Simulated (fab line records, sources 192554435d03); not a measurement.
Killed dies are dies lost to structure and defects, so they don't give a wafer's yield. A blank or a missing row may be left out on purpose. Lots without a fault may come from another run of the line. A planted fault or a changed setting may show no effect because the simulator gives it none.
fab line records | flow n5_finfet
record lots=7 wafers=39
route steps=1938 shown SD_EPI_N@279 BEOL_M0_SAQP@633 BEOL_M1@754 BEOL_M7@1263 BEOL_M10@1470
start_h: hours from the record's first day to the start of the lot's first wafer shown | wait_h: hours since the lot's step before | " the same as in the row above | L1.1+2: a row that stands for several wafers | - no value, or no start given | * or withheld: withheld | < > ~ a bound
route shown NAME@n: a module of which the file shows steps, and the number in the route of the first | usual: mean/standard deviation of fault-free wafers | same: alike in all rows | chamber/n: place in a boat | sites: the reading at each site | _std_site: their standard deviation | _edge_site: outer sites' mean less inner sites' | radius_mm: how far each site lies from the wafer's centre | mask NAME#n: copy n | behind: the tool/chamber that last shaped the wafer | hold: why the lot was held/for how many hours/how that ended | device: the transistor (n, p or np) that didn't switch | end of line: the same wafers' tests at the end of the route | a step without rows: its recipe alone | killed: dies lost to structure and defects at the first sort, not the wafer's yield | map: a wafer's dies, x killed, . not, _ none there
set.NAME: the setting as run; set.NAME@STEP: as run at that earlier step | model.NAME: the simulator's own value behind a step, which no gauge read
lots whose settings were changed on purpose; a table a step, a row a wafer
## steps
# step N5_SD_EPI_N_ETCH_16
# recipe chemistry=CHF3/O2 target=SiO2 target_depth_a=50 mask_material=SOC pressure_mtorr=30 source_w=650 bias_w=170 Ar_flow_sccm=200 CHF3_flow_sccm=50 O2_flow_sccm=5 ion_energy_ev=200
# columns lot.wafer tool chamber start_h wait_h set.target_depth_a model.etch.depth_nm
L074.1 rie_diel-05 0 50.47 0.1 25.9 2.48
L074.2 " 1 " " 50 4.989
L074.3 " 3 " " 25.9 2.609
L074.4 " 2 " " 25.9 2.557
L074.5 " 1 " " 50 4.94
L074.6 " 2 " " 50 4.917
L075.1 rie_diel-05 0 57.23 0.1 34.46 3.291
L075.2 " 1 " " 34.46 3.409
L075.3 " 3 " " 50 5.016
L075.4 " 2 " " 50 4.874
L075.5 " 1 " " 50 5.019
L075.6 " 2 " " 34.46 3.377
L078.1 rie_diel-01 0 74.28 0.1 41.49 4.014
L078.2 " 3 " " 50 4.978
L078.3 " 1 " " 50 4.979
L078.4 " 2 " " 41.49 4.159
L078.5 " 0 " " 41.49 3.991
L078.6 " 1 " " 50 4.953
L083.1 rie_diel-01 3 103.34 0.1 20.59 2.019
L083.2 " 2 " " 50 4.906
L083.3 " 1 " " 50 4.892
L083.4 " 0 " " 20.59 1.955
L083.5 " 3 " " 20.59 2.012
L083.6 " 2 " " 50 4.912
L090.1 rie_diel-01 1 147.39 0.1 50 4.994
L090.2 " 3 " " 66.54 6.561
L090.3 " 2 " " 66.54 6.519
L090.4 " 2 " " 50 4.838
L090.5 " 1 " " 66.54 6.646
L090.6 " 3 " " 50 4.919
L092.2 rie_diel-01 3 157.75 0.1 50 4.877
L092.3 " 1 " " 50 4.919
L092.5 " 1 " " 50 4.915
L094.1 rie_diel-03 3 171.30 0.1 31.61 3.068
L094.2 " 2 " " 50 5.282
L094.3 " 0 " " 50 4.97
L094.4 " 2 " " 31.61 3.362
L094.5 " 3 " " 50 4.833
L094.6 " 0 " " 31.61 3.134
# step N5_BEOL_M0_SAQP_ILD_DEP_01
# recipe material=SiOC target_thk_a=454.19 temp_c=350 precursor=DEMS/O2 pressure_torr=5 rf_w=500 time_s=8.7
# columns lot.wafer tool chamber start_h wait_h set.target_thk_a model.SiOC_of_BEOL_M0_SAQP_ILD_DEP_01.thk_nm
L074.1 pecvd-02 0 104.50 0.0 454.19 45.2
L074.2 " 1 " " 454.19 43.8
L074.3 " 2 " " 454.19 45
L074.4 " 2 " " 620.7 63.2
L074.5 " 1 " " 620.7 61.8
L074.6 " 0 " " 620.7 62.6
L075.1 pecvd-03 0 111.07 0.0 454.19 45.4
L075.2+6 " 2,1 " " 356.7 35.8
L075.3 " 1 " " 454.19 44.8
L075.4 " 2 " " 454.19 46.4
L075.5 " 0 " " 356.7 35.2
L078.1 pecvd-03 1 130.18 0.0 380.3 37.4
L078.2 " 0 " " 380.3 37.6
L078.3 " 2 " " 454.19 44.6
L078.4 " 1 " " 380.3 37.8
L078.5 " 2 " " 454.19 45.8
L078.6 " 0 " " 454.19 44.8
L083.1 pecvd-01 2 162.88 0.0 356.6 36.8
L083.2 " 0 " " 356.6 36.2
L083.3 " 1 " " 454.19 45.8
L083.4 " 0 " " 454.19 46.8
L083.5 " 1 " " 356.6 37
L083.6 " 2 " " 454.19 47.2
L090.1+6 pecvd-03 2,0 203.48 0.0 454.19 45.8
L090.2+3 " 1,0 " " 454.19 45
L090.4 " 1 " " 454.19 46.2
L090.5 " 2 " " 454.19 46.8
L092.2 pecvd-03 2 213.90 0.0 454.19 45.6
L092.3 " 0 " " 454.19 45.8
L092.5 " 0 " " 454.19 46.2
L094.1 pecvd-01 1 227.21 0.0 454.19 45.6
L094.2 " 0 " " 310.7 31.2
L094.3 " 2 " " 310.7 32.2
L094.4 " 2 " " 310.7 32.4
L094.5 " 0 " " 454.19 46.4
L094.6 " 1 " " 454.19 46.2
# step N5_BEOL_M1_HM_DEP_02
# recipe material=TiN target_thk_a=200 temp_c=25 chamber_pressure_pa=0.49996
# columns lot.wafer tool chamber start_h wait_h set.target_thk_a model.TiN_of_BEOL_M1_HM_DEP_02.thk_nm
L074.1+5+6 pvd_sputter-02 - 120.04 0.6 200 20.6
L074.2 " - " " 86.36 8.8
L074.3 " - " " 86.36 9.2
L074.4 " - " " 86.36 9
L075.1+2+3+5 pvd_sputter-01 - 126.45 1.5 200 20
L075.4 " - " " 200 20.4
L075.6 " - " " 200 20.2
L078.1+3 pvd_sputter-01 - 144.43 2.8 200 20.2
L078.2+4 " - " " 160.7 16.4
L078.5 " - " " 200 20.4
L078.6 " - " " 160.7 16.2
L083.1+2 pvd_sputter-02 - 175.48 0.5 200 20.2
L083.3 " - " " 200 20.8
L083.4+5 " - " " 200 20.6
L083.6 " - " " 200 20
L090.1+2 pvd_sputter-03 - 216.51 1.1 200 19.8
L090.3 " - " " 200 19.4
L090.4+6 " - " " 123.5 12.4
L090.5 " - " " 123.5 12.6
L092.2 pvd_sputter-02 - 231.12 2.1 200 20
L092.3 " - " " 200 20.4
L092.5 " - " " 200 20.2
L094.1+3 pvd_sputter-01 - 246.01 2.3 150.1 15.2
L094.2 " - " " 150.1 15
L094.4 " - " " 200 20
L094.5 " - " " 200 20.2
L094.6 " - " " 200 20.4
# step N5_BEOL_M1_COAT_61
# recipe resist=SOC temp_c=250 time_s=60 spin_rpm=1500 resist_thk_nm=60
# step N5_BEOL_M1_COAT_62
# recipe resist=SiARC temp_c=220 time_s=60 spin_rpm=1500 resist_thk_nm=12
# step N5_BEOL_M1_STRIP_75
# recipe chemistry=N2/H2 temp_c=40 n2_flow_sccm=200 h2_flow_sccm=200 rf_frequency_hz=6e+07
# step N5_BEOL_M1_STRIP_66
# recipe chemistry=CF4 resist=SiARC power_w=300 bias_power_w=75 pressure_mtorr=50 cf4_flow_sccm=150 rf_frequency_hz=6e+07
# step N5_BEOL_M1_HM_OPEN_17
# recipe chemistry=Cl2/BCl3 target_depth_a=200 overetch_a=60 target=TiN mask_material=SOC ion_energy_ev=150 pressure_mtorr=10 icp_w=1000 bias_w=126 Cl2_flow_sccm=53.25 bcl3_flow_sccm=21.75 Ar_flow_sccm=25
# columns lot.wafer tool chamber start_h wait_h set.target_thk_a@BEOL_M1_HM_DEP_02 model.etch.depth_nm
L074.1 rie_metal-02 0 120.98 0.0 200 20.53
L074.2 " 1 " " 86.36 8.743
L074.3 " 0 " " 86.36 9.181
L074.4 " 1 " " 86.36 8.921
L074.5 " 1 " " 200 20.7
L074.6 " 0 " " 200 20.51
L075.1 rie_metal-02 0 127.21 0.0 200 20.06
L075.2 " 1 " " 200 20.09
L075.3 " 1 " " 200 20.08
L075.4 " 0 " " 200 20.39
L075.5 " 1 " " 200 19.93
L075.6 " 0 " " 200 20.25
L078.1 rie_metal-01 0 145.41 0.0 200 20.18
L078.2 " 1 " " 160.7 16.36
L078.3 " 1 " " 200 20.3
L078.4 " 0 " " 160.7 16.41
L078.5 " 0 " " 200 20.39
L078.6 " 1 " " 160.7 16.29
L083.1 rie_metal-01 0 176.43 0.0 200 20.23
L083.2 " 1 " " 200 20.11
L083.3 " 1 " " 200 20.74
L083.4 " 0 " " 200 20.61
L083.5 " 1 " " 200 20.55
L083.6 " 0 " " 200 20.05
L090.1 rie_metal-02 1 217.27 0.0 200 19.73
L090.2 " 0 " " 200 19.89
L090.3 " 0 " " 200 19.35
L090.4 " 1 " " 123.5 12.33
L090.5 " 0 " " 123.5 12.53
L090.6 " 1 " " 123.5 12.31
L092.2 rie_metal-03 0 231.96 0.0 200 20.01
L092.3 " 0 " " 200 20.39
L092.5 " 0 " " 200 20.14
L094.1 rie_metal-01 0 247.20 0.0 150.1 15.11
L094.2 " 1 " " 150.1 15.06
L094.3 " 0 " " 150.1 15.24
L094.4 " 1 " " 200 20.1
L094.5 " 1 " " 200 20.26
L094.6 " 0 " " 200 20.35
# step N5_BEOL_M7_ILD_DEP_00
# recipe material=SiCOH_lowk target_thk_a=1797.5 temp_c=300 precursor=DEMS/porogen pressure_torr=5 rf_w=500 time_s=33.4
# columns lot.wafer tool chamber start_h wait_h set.time_s model.SiCOH_lowk_of_BEOL_M7_ILD_DEP_00.thk_nm
L074.1 pecvd-01 0 184.71 0.0 48.1 256.4
L074.2 " 1 " " 33.4 179.2
L074.3 " 2 " " 48.1 254
L074.4 " 2 " " 48.1 256.8
L074.5 " 1 " " 33.4 183
L074.6 " 0 " " 33.4 182.2
L075.1 pecvd-02 1 190.82 0.0 33.4 177.8
L075.2 " 0 " " 50.49 263.2
L075.3 " 2 " " 33.4 176.4
L075.4 " 0 " " 50.49 265.4
L075.5 " 2 " " 33.4 176.6
L075.6 " 1 " " 50.49 272.2
L078.1 pecvd-01 1 210.15 0.0 33.4 181.6
L078.2 " 0 " " 33.4 179.2
L078.3 " 2 " " 33.4 175.2
L078.4 " 1 " " 33.4 183.8
L078.5 " 2 " " 33.4 179.8
L078.6 " 0 " " 33.4 182
L083.1 pecvd-02 2 244.71 0.0 21.67 117.2
L083.2 " 1 " " 21.67 117
L083.3 " 0 " " 33.4 174.8
L083.4 " 1 " " 21.67 120.6
L083.5 " 2 " " 33.4 178
L083.6 " 0 " " 33.4 177.4
L090.1 pecvd-03 2 286.27 0.0 48.38 251.6
L090.2 " 1 " " 48.38 257.8
L090.3 " 0 " " 33.4 179.4
L090.4 " 1 " " 33.4 182
L090.5 " 2 " " 33.4 177.6
L090.6 " 0 " " 48.38 260.2
L092.2+5 pecvd-01 1,2 307.91 0.0 33.4 180.6
L092.3 " 2 " " 33.4 179.2
L094.1 pecvd-02 0 332.17 0.0 48.84 253.4
L094.2 " 2 " " 48.84 253.8
L094.3 " 1 " " 33.4 177.4
L094.4 " 2 " " 33.4 177.2
L094.5 " 1 " " 48.84 259.4
L094.6 " 0 " " 33.4 176
# step N5_BEOL_M7_CURE_74
# recipe temp_c=385 time_s=240 ambient=He/Ar material=SiCOH_lowk
# columns lot.wafer tool chamber start_h wait_h set.time_s@BEOL_M7_ILD_DEP_00 model.SiCOH_lowk_of_BEOL_M7_ILD_DEP_00.thk_nm
L074.1 uv_cure-01 1 184.77 0.0 48.1 222
L074.2 " 1 " " 33.4 154.6
L074.3 " 1 " " 48.1 220
L074.4 " 1 " " 48.1 222.4
L074.5 " 1 " " 33.4 157.8
L074.6 " 1 " " 33.4 157
L075.1 uv_cure-02 1 191.14 0.3 33.4 153.2
L075.2 " 1 " " 50.49 228
L075.3 " 1 " " 33.4 152
L075.4 " 1 " " 50.49 230
L075.5 " 1 " " 33.4 152.2
L075.6 " 1 " " 50.49 236
L078.1 uv_cure-02 0 210.21 0.0 33.4 156.6
L078.2 " 0 " " 33.4 154.6
L078.3 " 0 " " 33.4 151
L078.4 " 0 " " 33.4 158.6
L078.5 " 0 " " 33.4 155
L078.6 " 0 " " 33.4 157
L083.1 uv_cure-01 2 244.77 0.0 21.67 100.8
L083.2 " 2 " " 21.67 100.6
L083.3 " 2 " " 33.4 150.8
L083.4 " 2 " " 21.67 103.8
L083.5 " 2 " " 33.4 153.4
L083.6 " 2 " " 33.4 153
L090.1 uv_cure-01 2 286.34 0.0 48.38 218
L090.2 " 2 " " 48.38 223.4
L090.3 " 2 " " 33.4 154.8
L090.4 " 2 " " 33.4 157
L090.5 " 2 " " 33.4 153.2
L090.6 " 2 " " 48.38 225.4
L092.2 uv_cure-03 2 308.05 0.1 33.4 155.8
L092.3 " 2 " " 33.4 154.6
L092.5 " 2 " " 33.4 155.6
L094.1 uv_cure-02 1 332.41 0.2 48.84 219.4
L094.2 " 1 " " 48.84 219.8
L094.3+4 " 1 " " 33.4 152.8
L094.5 " 1 " " 48.84 224.8
L094.6 " 1 " " 33.4 151.6
# step N5_BEOL_M7_THK_MEAS_01
# recipe reads=SiCOH_lowk_of_BEOL_M7_ILD_DEP_00
# usual M7_ILD_THK=154.8/2.6
# columns lot.wafer tool chamber start_h wait_h set.time_s@BEOL_M7_ILD_DEP_00 M7_ILD_THK[nm]
L074.1 film_metro-01 - 185.77 0.8 48.1 221.9
L074.2 " - " " 33.4 154.7
L074.3 " - " " 48.1 220.0
L074.4 " - " " 48.1 222.3
L074.5 " - " " 33.4 157.9
L074.6 " - " " 33.4 157.0
L075.1 film_metro-01 - 191.66 0.4 33.4 153.4
L075.2 " - " " 50.49 228.1
L075.3 " - " " 33.4 152.1
L075.4 " - " " 50.49 229.9
L075.5 " - " " 33.4 152.2
L075.6 " - " " 50.49 236.0
L078.1 film_metro-01 - 210.73 0.4 33.4 156.6
L078.2 " - " " 33.4 154.4
L078.3 " - " " 33.4 151.0
L078.4 " - " " 33.4 158.5
L078.5 " - " " 33.4 155.1
L078.6 " - " " 33.4 157.0
L083.1 film_metro-01 - 245.29 0.4 21.67 100.7
L083.2 " - " " 21.67 100.6
L083.3 " - " " 33.4 150.8
L083.4 " - " " 21.67 103.7
L083.5 " - " " 33.4 153.4
L083.6 " - " " 33.4 153.1
L090.1 film_metro-01 - 286.85 0.4 48.38 217.8
L090.2 " - " " 48.38 223.3
L090.3 " - " " 33.4 154.6
L090.4 " - " " 33.4 157.0
L090.5 " - " " 33.4 153.1
L090.6 " - " " 48.38 225.3
L092.2 film_metro-02 - 308.49 0.4 33.4 155.8
L092.3 " - " " 33.4 154.4
L092.5 " - " " 33.4 155.8
L094.1 film_metro-02 - 332.92 0.4 48.84 219.5
L094.2 " - " " 48.84 219.6
L094.3 " - " " 33.4 152.9
L094.4 " - " " 33.4 152.7
L094.5 " - " " 48.84 224.7
L094.6 " - " " 33.4 151.8
# step N5_BEOL_M10_ILD_DEP_00
# recipe material=SiCOH_lowk target_thk_a=3085.1 temp_c=300 precursor=DEMS/porogen pressure_torr=5 rf_w=500 time_s=58
# columns lot.wafer tool chamber start_h wait_h set.time_s model.SiCOH_lowk_of_BEOL_M10_ILD_DEP_00.thk_nm
L074.1 pecvd-03 2 213.32 0.0 58 302.4
L074.2 " 1 " " 44.68 231
L074.3 " 0 " " 44.68 234.4
L074.4 " 2 " " 58 308.2
L074.5 " 0 " " 58 309
L074.6 " 1 " " 44.68 233.2
L075.1 pecvd-01 0 222.37 0.0 80.99 423
L075.2 " 2 " " 58 306
L075.3 " 1 " " 58 302.4
L075.4 " 2 " " 58 309
L075.5 " 1 " " 80.99 427.2
L075.6 " 0 " " 80.99 431
L078.1 pecvd-04 0 233.20 0.0 58 306.4
L078.2 " 1 " " 58 305.8
L078.3 " 0 " " 58 309.6
L078.4 " 1 " " 58 312.6
L078.5 " 1 " " 58 310.8
L078.6 " 0 " " 58 312.4
L083.1 pecvd-03 0 272.73 0.0 58 303.6
L083.2 " 2 " " 31.55 162.2
L083.3 " 1 " " 31.55 157.4
L083.4 " 2 " " 58 309
L083.5 " 1 " " 31.55 163.2
L083.6 " 0 " " 58 308.8
L090.1 pecvd-04 0 306.93 0.0 58 308.8
L090.2 " 2 " " 58 305.8
L090.3 " 0 " " 58 313.8
L090.4 " 2 " " 58 310.4
L090.5 " 0 " " 58 309.8
L090.6 " 2 " " 58 314.6
L092.2 pecvd-04 0 335.72 0.0 58 304.4
L092.3 " 1 " " 58 299.4
L092.5 " 1 " " 58 304.2
L094.1 pecvd-03 2 358.45 0.0 35.32 190.4
L094.2 " 1 " " 58 301.4
L094.3 " 0 " " 58 306.4
L094.4 " 2 " " 58 311.2
L094.5 " 0 " " 35.32 193
L094.6 " 1 " " 35.32 189.2
# step N5_BEOL_M10_CURE_71
# recipe temp_c=385 time_s=240 ambient=He/Ar material=SiCOH_lowk
# columns lot.wafer tool chamber start_h wait_h set.time_s@BEOL_M10_ILD_DEP_00 model.SiCOH_lowk_of_BEOL_M10_ILD_DEP_00.thk_nm
L074.1 uv_cure-01 0 213.40 0.0 58 262.6
L074.2 " 0 " " 44.68 199.8
L074.3 " 0 " " 44.68 202.8
L074.4 " 0 " " 58 267.8
L074.5 " 0 " " 58 268.4
L074.6 " 0 " " 44.68 201.6
L075.1 uv_cure-02 0 222.45 0.0 80.99 369.8
L075.2 " 0 " " 58 265.8
L075.3 " 0 " " 58 262.6
L075.4 " 0 " " 58 268.4
L075.5 " 0 " " 80.99 373.6
L075.6 " 0 " " 80.99 377
L078.1 uv_cure-02 0 233.31 0.1 58 266
L078.2 " 0 " " 58 265.6
L078.3 " 0 " " 58 269
L078.4+6 " 0 " " 58 271.6
L078.5 " 0 " " 58 270
L083.1 uv_cure-01 0 272.81 0.0 58 263.8
L083.2 " 0 " " 31.55 139.8
L083.3 " 0 " " 31.55 135.6
L083.4+6 " 0 " " 58 268.4
L083.5 " 0 " " 31.55 140.6
L090.1 uv_cure-03 0 307.04 0.1 58 268.2
L090.2 " 0 " " 58 265.6
L090.3 " 0 " " 58 272.8
L090.4 " 0 " " 58 269.8
L090.5 " 0 " " 58 269.2
L090.6 " 0 " " 58 273.4
L092.2 uv_cure-03 2 335.88 0.1 58 264.4
L092.3 " 2 " " 58 260
L092.5 " 2 " " 58 264.2
L094.1 uv_cure-02 1 358.53 0.0 35.32 164.4
L094.2 " 1 " " 58 261.8
L094.3 " 1 " " 58 266
L094.4 " 1 " " 58 270.4
L094.5 " 1 " " 35.32 166.6
L094.6 " 1 " " 35.32 163.2
# step N5_BEOL_M10_THK_MEAS_01
# recipe reads=SiCOH_lowk_of_BEOL_M10_ILD_DEP_00
# usual M10_ILD_THK=267/3.7
# columns lot.wafer tool chamber start_h wait_h set.time_s@BEOL_M10_ILD_DEP_00 M10_ILD_THK[nm]
L074.1 film_metro-01 - 214.39 0.8 58 263
L074.2 " - " " 44.68 200
L074.3 " - " " 44.68 203
L074.4 " - " " 58 267
L074.5 " - " " 58 268
L074.6 " - " " 44.68 202
L075.1 film_metro-01 - 222.96 0.4 80.99 370
L075.2 " - " " 58 266
L075.3 " - " " 58 263
L075.4 " - " " 58 268
L075.5 " - " " 80.99 374
L075.6 " - " " 80.99 377
L078.1 film_metro-02 - 233.82 0.4 58 266
L078.2 " - " " 58 266
L078.3 " - " " 58 269
L078.4 " - " " 58 272
L078.5 " - " " 58 270
L078.6 " - " " 58 271
L083.1 film_metro-01 - 273.32 0.4 58 264
L083.2 " - " " 31.55 140
L083.3 " - " " 31.55 136
L083.4 " - " " 58 269
L083.5 " - " " 31.55 141
L083.6 " - " " 58 268
L090.1 film_metro-01 - 307.55 0.4 58 268
L090.2 " - " " 58 266
L090.3 " - " " 58 273
L090.4 " - " " 58 270
L090.5 " - " " 58 269
L090.6 " - " " 58 273
L092.2 film_metro-02 - 336.31 0.4 58 264
L092.3 " - " " 58 260
L092.5 " - " " 58 264
L094.1 film_metro-02 - 359.04 0.4 35.32 164
L094.2 " - " " 58 262
L094.3 " - " " 58 266
L094.4 " - " " 58 270
L094.5 " - " " 35.32 167
L094.6 " - " " 35.32 163
## key
split step=N5_SD_EPI_N_ETCH_16 setting=target_depth_a stated=50 by=wafer
response step=N5_SD_EPI_N_ETCH_16 reading=model.etch.depth_nm change=+0.0501 per=1% r=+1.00
split step=N5_BEOL_M0_SAQP_ILD_DEP_01 setting=target_thk_a stated=454.19 by=wafer
response step=N5_BEOL_M0_SAQP_ILD_DEP_01 reading=model.SiOC_of_BEOL_M0_SAQP_ILD_DEP_01.thk_nm change=+0.467 per=1% r=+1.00
split step=N5_BEOL_M1_HM_DEP_02 setting=target_thk_a stated=200 by=wafer
response step=N5_BEOL_M1_HM_DEP_02 reading=model.TiN_of_BEOL_M1_HM_DEP_02.thk_nm change=+0.2 per=1% r=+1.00
response step=N5_BEOL_M1_HM_OPEN_17 reading=model.etch.depth_nm change=+0.201 per=1% r=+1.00
split step=N5_BEOL_M7_ILD_DEP_00 setting=time_s stated=33.4 by=wafer
response step=N5_BEOL_M7_ILD_DEP_00 reading=model.SiCOH_lowk_of_BEOL_M7_ILD_DEP_00.thk_nm change=+1.71 per=1% r=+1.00
response step=N5_BEOL_M7_CURE_74 reading=model.SiCOH_lowk_of_BEOL_M7_ILD_DEP_00.thk_nm change=+1.5 per=1% r=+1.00
response step=N5_BEOL_M7_THK_MEAS_01 reading=M7_ILD_THK change=+1.5 per=1% r=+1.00
split step=N5_BEOL_M10_ILD_DEP_00 setting=time_s stated=58 by=wafer
response step=N5_BEOL_M10_ILD_DEP_00 reading=model.SiCOH_lowk_of_BEOL_M10_ILD_DEP_00.thk_nm change=+3.1 per=1% r=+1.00
response step=N5_BEOL_M10_CURE_71 reading=model.SiCOH_lowk_of_BEOL_M10_ILD_DEP_00.thk_nm change=+2.73 per=1% r=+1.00
response step=N5_BEOL_M10_THK_MEAS_01 reading=M10_ILD_THK change=+2.73 per=1% r=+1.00
